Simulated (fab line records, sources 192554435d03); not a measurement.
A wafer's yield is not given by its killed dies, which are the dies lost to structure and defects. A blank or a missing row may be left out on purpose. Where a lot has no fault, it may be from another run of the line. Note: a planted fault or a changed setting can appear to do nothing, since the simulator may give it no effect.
Chamber matching	flow n5_finfet	4 sister chambers for N5_BEOL_M4_VIA_ETCH_34 on rie_diel-03
The step etches the open film in C4F6/O2, target depth 69.4 nm, time 65.9 s. 8 wafers are shown with their chamber, then 7 later ones without.

== WAFERS, EACH WITH ITS CHAMBER ==
wafer	chamber	showerhead_plenum_p_Torr (Torr)	rf_vpp_V (V)
L834.4	1	2.89	653
L838.2	0	2.59	679
L838.3	1	2.89	652
L840.2	3	2.91	679
L840.3	2	2.85	661
L840.4	0	2.59	679
L836.1	3	2.91	678
L836.4	2	2.84	660

== WAFERS WITHOUT THEIR CHAMBER ==
wafer	showerhead_plenum_p_Torr (Torr)	rf_vpp_V (V)
L836.6	2.89	653
L841.1	2.91	679
L841.4	2.58	678
L841.5	2.91	677
L843.3	2.91	678
L843.4	2.88	649
L843.5	2.88	652

== EACH ONE'S CHAMBER ==
wafer	from the rows above	in truth
L836.6	1	1
L841.1	3	3
L841.4	0	0
L841.5	3	3
L843.3	3	3
L843.4	1	1
L843.5	1	1
Placed correctly: 7 of 7. Can't be placed from these rows: 0. Wrongly placed: 0.
How it was worked out, from the rows above alone: a wafer's distance from a chamber is the root of the sum, over the readings, of the square of ((its reading less the chamber's mean) divided by the reading's scatter). If the next closest chamber is less than 2 further off than the closest, the wafer can't be placed; otherwise it belongs to the closest. Each chamber's mean is taken over the wafers shown for it. How the scatter is found: for the shown wafers, subtract from each reading the mean of its chamber, square and add these, divide the total by (wafers less chambers), then take the root.
